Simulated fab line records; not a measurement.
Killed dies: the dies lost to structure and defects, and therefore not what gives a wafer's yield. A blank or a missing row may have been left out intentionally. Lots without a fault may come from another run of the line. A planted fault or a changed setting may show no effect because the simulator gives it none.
The tool behind it: which one?	flow nand_harc	Sampling: 13 lots, 37 wafers, 5 of 1159 route steps

WHAT EACH GAUGE READ, for each wafer
NHARC_THIN_TSV_CD_MEAS_33: the cd target is 5000 nm. Usual: cd_nm 5000.7 nm, standard deviation 2.1.
lot	measured	on	cd_nm (nm)	flag
L254	day 19 14:13	cd_sem-01	5000.8 5001.4 5000.0	
L253	day 19 18:52	cd_sem-02	5000.7 5004.7 5001.5	
L252	day 19 15:40	cd_sem-03	4999.2 5002.7 4997.8	
L257	day 19 23:52	cd_sem-02	4999.5 4998.6 4997.5	
L258	day 20 01:55	cd_sem-01	5002.0 5002.5 4999.0	
L255	day 20 11:19	cd_sem-03	4999.4 5000.6 5001.5	
L256	day 20 18:35	cd_sem-01	5000.1 4997.3 4997.1	
L261	day 21 04:16	cd_sem-02	4998.9	
L266	day 21 20:02	cd_sem-01	4997.8 5001.0 4999.2	
L263	day 21 22:21	cd_sem-03	5000.3 5003.4 5000.8	
L265	day 23 12:55	cd_sem-02	5003.7 5001.1 5000.8	
L274	day 24 13:49	cd_sem-01	4997.6 4998.8 5000.3	
L275	day 24 19:51	cd_sem-03	5002.7 4999.4 5003.4	

NHARC_END_SORT_01. Usual: killed_at_array 28, standard deviation 11; killed_at_other 0.5, standard deviation 0.85; killed_at_periphery 2.7, standard deviation 1.9; killed_dies 32, standard deviation 12; killed_open 3.3, standard deviation 1.6; killed_short 2.1, standard deviation 1.5.
lot	measured	on	killed_at_array	killed_at_other	killed_at_periphery	killed_dies	killed_open	killed_short	flag
L256	day 21 09:08	prober-01	481 501 15	0 0 0	3 2 5	484 503 20	2 0 2	2 0 1	OFF

WHAT TOOL EACH LOT RAN ON (gives the tool, then ch and the chambers of the sampled wafers, and finally the start)
lot	NHARC_A_BONDPAD_ECD_18	NHARC_THIN_TSV_PVD_19	NHARC_THIN_TSV_ETCH_59
L254	ecd_cu-02 ch 0,1, day 18 10:50	pvd_sputter-03, day 19 14:13 or earlier	rie_metal-01 ch 0,1, day 19 14:31
L253	ecd_cu-01 ch 0,1, day 18 11:17	pvd_sputter-03, day 19 18:52 or earlier	rie_metal-03 ch 0,1, day 19 19:15
L252	ecd_cu-01 ch 0,1, day 18 14:04	pvd_sputter-03, day 19 15:40 or earlier	rie_metal-03 ch 0,1, day 19 15:59
L257	ecd_cu-02 ch 0,1, day 19 01:08	pvd_sputter-02, day 19 23:52 or earlier	rie_metal-01 ch 0,1, day 20 00:11
L258	ecd_cu-02 ch 0,1, day 19 05:02	pvd_sputter-01, day 20 01:55 or earlier	rie_metal-02 ch 0, day 20 02:23
L255	ecd_cu-01 ch 0,1, day 19 14:49	pvd_sputter-01, day 20 11:19 or earlier	rie_metal-01 ch 0,1, day 20 11:37
L256	ecd_cu-02 ch 0,1, day 19 19:05	pvd_sputter-02, day 20 18:35 or earlier	rie_metal-01 ch 0,1, day 20 18:54
L261	ecd_cu-02 ch 0, day 20 07:40	pvd_sputter-03, day 21 04:16 or earlier	rie_metal-01 ch 1, day 21 04:35
L266	ecd_cu-01 ch 0,1, day 21 01:58	pvd_sputter-03, day 21 20:02 or earlier	rie_metal-01 ch 0,1, day 21 20:25
L263	ecd_cu-01 ch 0,1, day 21 02:13	pvd_sputter-03, day 21 22:21 or earlier	rie_metal-03 ch 0,1, day 21 22:40
L265	ecd_cu-01 ch 0,1, day 22 14:14	pvd_sputter-03, day 23 12:55 or earlier	rie_metal-01 ch 0,1, day 23 13:13
L274	ecd_cu-01 ch 0,1, day 23 17:47	pvd_sputter-02, day 24 13:49 or earlier	rie_metal-03 ch 0, day 24 14:07
L275	ecd_cu-01 ch 0,1, day 23 23:45	pvd_sputter-02, day 24 19:51 or earlier	rie_metal-03 ch 0, day 24 20:08
- NHARC_A_BONDPAD_ECD_18: material Cu, target thk 400 nm.
- NHARC_THIN_TSV_PVD_19: deposits TaN, target thk 20 nm.
- NHARC_THIN_TSV_ETCH_59: etches the open film in Cl2/BCl3, target depth 880 nm, time 138.1 s.

WHAT THE TOOLS THEMSELVES READ (means of the sampled wafers that have a number; where no wafer has one, the mark that the record gives instead)
NHARC_A_BONDPAD_ECD_18. Usual: bath_temp_c 25.01 C, standard deviation 0.099.
lot	tool	bath_temp_c (C)	flag
L254	ecd_cu-02	25.10	
L253	ecd_cu-01	25.00	
L252	ecd_cu-01	24.97	
L257	ecd_cu-02	25.06	
L258	ecd_cu-02	25.08	
L255	ecd_cu-01	24.97	
L256	ecd_cu-02	25.06	
L261	ecd_cu-02	25.01	
L266	ecd_cu-01	25.04	
L263	ecd_cu-01	25.03	
L265	ecd_cu-01	25.01	
L274	ecd_cu-01	25.01	
L275	ecd_cu-01	24.86	

NHARC_THIN_TSV_PVD_19. Usual: throttle_valve_pct 30.2 %, standard deviation 0.81.
lot	tool	throttle_valve_pct (%)	flag
L254	pvd_sputter-03	30.1	
L253	pvd_sputter-03	30.0	
L252	pvd_sputter-03	30.2	
L257	pvd_sputter-02	29.9	
L258	pvd_sputter-01	31.0	
L255	pvd_sputter-01	29.5	
L256	pvd_sputter-02	29.8	
L261	pvd_sputter-03	29.7	
L266	pvd_sputter-03	30.5	
L263	pvd_sputter-03	30.5	
L265	pvd_sputter-03	30.5	
L274	pvd_sputter-02	29.7	
L275	pvd_sputter-02	29.6	

NHARC_THIN_TSV_ETCH_59. Usual: drypump_motor_current_A 5.8 A, standard deviation 0.56; oes_product_au 1.000 a.u., standard deviation 0.0077; throttle_valve_pct 22.264 %, standard deviation 0.0087.
lot	tool	drypump_motor_current_A (A)	oes_product_au (a.u.)	throttle_valve_pct (%)	flag
L254	rie_metal-01	6.0	1.011	22.262	
L253	rie_metal-03	5.5	1.003	22.265	
L252	rie_metal-03	5.5	1.004	22.255	
L257	rie_metal-01	6.3	1.002	22.274	
L258	rie_metal-02	6.4	0.998	22.258	
L255	rie_metal-01	6.0	1.013	22.258	
L256	rie_metal-01	6.2	1.006	22.268	
L261	rie_metal-01	5.7	1.006	22.248	
L266	rie_metal-01	6.2	1.002	22.267	
L263	rie_metal-03	5.3	0.991	22.262	
L265	rie_metal-01	6.0	0.995	22.260	
L274	rie_metal-03	5.1	0.996	22.276	
L275	rie_metal-03	5.1	1.003	22.261	

THE ANSWER, worked out from the rows above alone
Rule: a lot is off if the mean of its wafers that have a number lies more than 3 standard deviations from the usual mean. Also off: a lot with no number at a reading for which 4 or more lots have one. Any other lot the step has rows for is counted as sound. First the gauges in route order, then the tools' own readings, where a lot's mean is used as printed above. The first step at which some lot is off is used, and at that step the reading that is off furthest; a lot without a number counts as furthest.
Off at NHARC_END_SORT_01 (killed_at_array): L256. Neither off nor sound, because the step has no rows for them: L254, L253, L252, L257, L258, L255, L261, L266, L263, L265, L274, L275.
If a tool, at a process step before that reading, ran all the lots that are off and no sound lot after the first of them, it fits. The gauges at NHARC_END_SORT_01 are tried like those tools. With no start given for some of its lots, NHARC_THIN_TSV_PVD_19 uses the hours and lot order of NHARC_THIN_TSV_CD_MEAS_33. Can't be told from this: 4 tools fit, ecd_cu-02 at NHARC_A_BONDPAD_ECD_18, pvd_sputter-02 at NHARC_THIN_TSV_PVD_19, rie_metal-01 at NHARC_THIN_TSV_ETCH_59, prober-01 at NHARC_END_SORT_01.

WHAT WAS PUT IN BY THE SIMULATOR
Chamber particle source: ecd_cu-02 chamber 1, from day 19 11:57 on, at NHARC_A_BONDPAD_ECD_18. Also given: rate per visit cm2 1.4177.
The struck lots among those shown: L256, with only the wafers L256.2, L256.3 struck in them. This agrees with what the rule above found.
